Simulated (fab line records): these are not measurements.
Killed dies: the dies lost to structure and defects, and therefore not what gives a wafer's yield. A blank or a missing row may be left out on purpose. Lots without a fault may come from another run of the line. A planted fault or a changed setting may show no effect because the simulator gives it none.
Split-lot study | flow n5Finfet | 7 lots, 21 wafers read, on a route of 1938 steps

== THE SPLIT ==
At N5_DUMMY_GATE_EXPOSE_12 (exposes mask GATE, target cd 25 nm), the setting doseMj was moved away from the recipe's 34 on 7 of the 21 wafers read, by -6.5% to +6.6%. This setting was run at the recipe's value on the other wafers.

== FROM THE SPLIT TO THE READING: what the file shows between them, 2 steps ==
- N5_DUMMY_GATE_PEB_13: peb time 60 s
- N5_DUMMY_GATE_DEVELOP_14: develop time 30 s

== THE READING ==
cdNm (nm) at N5_DUMMY_GATE_CD_MEAS_15, where the cd target is 25.8 nm. Typical for fault-free wafers on this fab line: 25.05 nm, with standard deviation 0.24 nm.

wafer  | tool, chamber at the split | doseMj as run | against the recipe | cdNm, nm | against lot-mates on the recipe
L080.1 | euvScanner-01, 0           | 34            | recipe             | 24.64    | -
L080.2 | euvScanner-01, 0           | 36.04         | +6.0%              | 23.97    | -0.89
L080.3 | euvScanner-01, 0           | 34            | recipe             | 25.07    | -
L082.2 | euvScanner-02, 0           | 34            | recipe             | 24.71    | -
L082.3 | euvScanner-02, 0           | 34            | recipe             | 24.97    | -
L082.6 | euvScanner-02, 0           | 34            | recipe             | 24.95    | -
L085.4 | euvScanner-02, 0           | 35.22         | +3.6%              | 24.55    | -0.43
L085.5 | euvScanner-02, 0           | 34            | recipe             | 24.98    | -
L085.6 | euvScanner-02, 0           | 35.22         | +3.6%              | 24.00    | -0.98
L088.1 | euvScanner-01, 0           | 34            | recipe             | 24.68    | -
L088.5 | euvScanner-01, 0           | 34            | recipe             | 24.81    | -
L088.6 | euvScanner-01, 0           | 36.23         | +6.6%              | 24.02    | -0.72
L094.1 | euvScanner-01, 0           | 34            | recipe             | 24.67    | -
L094.2 | euvScanner-01, 0           | 34            | recipe             | 24.61    | -
L094.5 | euvScanner-01, 0           | 34            | recipe             | 24.98    | -
L096.3 | euvScanner-02, 0           | 34            | recipe             | 25.22    | -
L096.4 | euvScanner-02, 0           | 34            | recipe             | 25.30    | -
L096.5 | euvScanner-02, 0           | 31.8          | -6.5%              | 26.50    | +1.24
L097.3 | euvScanner-01, 0           | 34            | recipe             | 25.24    | -
L097.4 | euvScanner-01, 0           | 31.8          | -6.5%              | 26.24    | +1.00
L097.6 | euvScanner-01, 0           | 31.8          | -6.5%              | 26.07    | +0.83

THE FIT
A straight line over all 21 wafers: cdNm changes by -0.184 nm for each +1% of doseMj; r = -0.94; the points scatter about the line by 0.24 nm.
The same after taking each lot's own level away (the mean of its wafers on the recipe; 21 wafers): -0.152 nm for each +1%; r = -0.95; scatter 0.18 nm.
According to that fit, moving doseMj by its largest amount changes the reading by 1 nm.
The span of the lots' own levels, 24.745 to 25.260 nm, comes to 2.1 times the standard deviation stated above.
So the slope is not independent of the lot-to-lot level: the two fits are not the same.
Check: -1.07 nm against its lot-mates is what the line predicts for one of the wafers moved furthest among these (+6.6%) when that wafer is left out of the fit. Against them it came out at -0.725 nm.

== OTHER SPLITS ON THESE WAFERS ==
Note: prior to the reading, these wafers also went through further splits. Each is held against what the fit with the lots' levels taken away leaves over:
other split on the same wafers        | wafers away from the commonest value | r with cdNm (lot level and that fit taken away)
N5_ZERO_LAYER_EXPOSE_08 doseMj        | 6                                    | +0.01
N5_ZERO_LAYER_DEVELOP_10 developTimeS | 7                                    | +0.05
N5_FIN_CUT_COAT_19 spinRpm            | 9                                    | -0.44
N5_DUMMY_GATE_PECVD_30 timeS          | 5                                    | -0.08

== FILE'S OWN FIT ==
cdNm changes by -0.152 nm for each +1% of doseMj, r = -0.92.
